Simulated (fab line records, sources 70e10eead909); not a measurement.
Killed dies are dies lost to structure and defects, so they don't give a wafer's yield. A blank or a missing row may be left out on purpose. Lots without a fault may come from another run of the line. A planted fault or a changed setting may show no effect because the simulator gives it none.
One fault seen from 2 desks | flow nand_harc | each desk has only its own numbers; what lay behind them comes last

THE TOOL OWNER'S DESK: har_etch-01
The tool's own readings at NHARC_A_CHANNEL_HOLE_D2_ETCH_24 (etches the open film in C4F8/O2/Ar, time 906.2 s, target depth 1500 nm): means of the sampled wafers that have a number, for each lot that ran on this tool. A lot is out of limits, marked OUT, if its mean lies more than 4 standard deviations from the usual mean; the brackets give that distance.
Columns: A = drypump_motor_current_A at NHARC_A_CHANNEL_HOLE_D2_ETCH_24, usual 5.8 A; B = showerhead_plenum_p_Torr at NHARC_A_CHANNEL_HOLE_D2_ETCH_24, usual 3.72 Torr; C = throttle_valve_pct at NHARC_A_CHANNEL_HOLE_D2_ETCH_24, usual 32.236 %
lot  | first seen here | A   | B    | C
L321 | day 14 21:41    | 5.7 | 3.68 | 32.234
L320 | day 15 02:00    | 5.7 | 3.68 | 32.236
L334 | day 20 01:58    | 6.0 | 3.64 | 32.246
L336 | day 20 20:05    | 5.9 | 3.63 | 32.239
L339 | day 22 12:48    | 6.0 | 3.62 | 32.227
L340 | day 23 11:23    | 6.0 | 3.61 | 32.234
This desk's finding: nothing out of limits on any of the 6 lots.

THE DEFECT DESK
What the inspections along the route counted, lot by lot: means of the sampled wafers that have a number. A lot is out of limits, marked OUT, if its mean lies more than 4 standard deviations from the usual mean; the brackets give that distance.
Columns: A = raw_defect_count at NHARC_A_CHANNEL_HOLE_D2_INSPECT_40, usual 261
lot  | first seen here | A
L321 | day 15 01:31    | 565 (+4.3) OUT
L322 | day 15 02:03    | 365
L320 | day 15 05:41    | 608 (+4.9) OUT
L332 | day 19 18:19    | 150
L331 | day 19 22:29    | 375
L334 | day 20 05:32    | 295
L336 | day 20 23:44    | 362
L337 | day 21 19:31    | 244
L338 | day 22 12:49    | 226
L339 | day 22 16:16    | 239
L340 | day 23 15:00    | 344
This desk's finding: out of limits on L320, L321; first on L321, day 15 01:31 (raw_defect_count at NHARC_A_CHANNEL_HOLE_D2_INSPECT_40). In limits: L322, L332, L331, L334, L336, L337, L338, L339, L340.

PUT TOGETHER
The defect desk could have raised an alarm at day 15 01:31, on L320, L321.
The tool owner's desk saw nothing out of limits.
The tool owner's desk has L320, L321 on record, within its limits.
Of the lots named, all ran NHARC_A_CHANNEL_HOLE_D2_ETCH_24 on har_etch-01.

WHAT THE SIMULATOR HAD PUT IN
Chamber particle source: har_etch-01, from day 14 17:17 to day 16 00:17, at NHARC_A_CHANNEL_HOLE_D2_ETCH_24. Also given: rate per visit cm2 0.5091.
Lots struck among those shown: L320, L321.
Hours from the fault's start to each desk's first reading out of limits: the defect desk, 8.
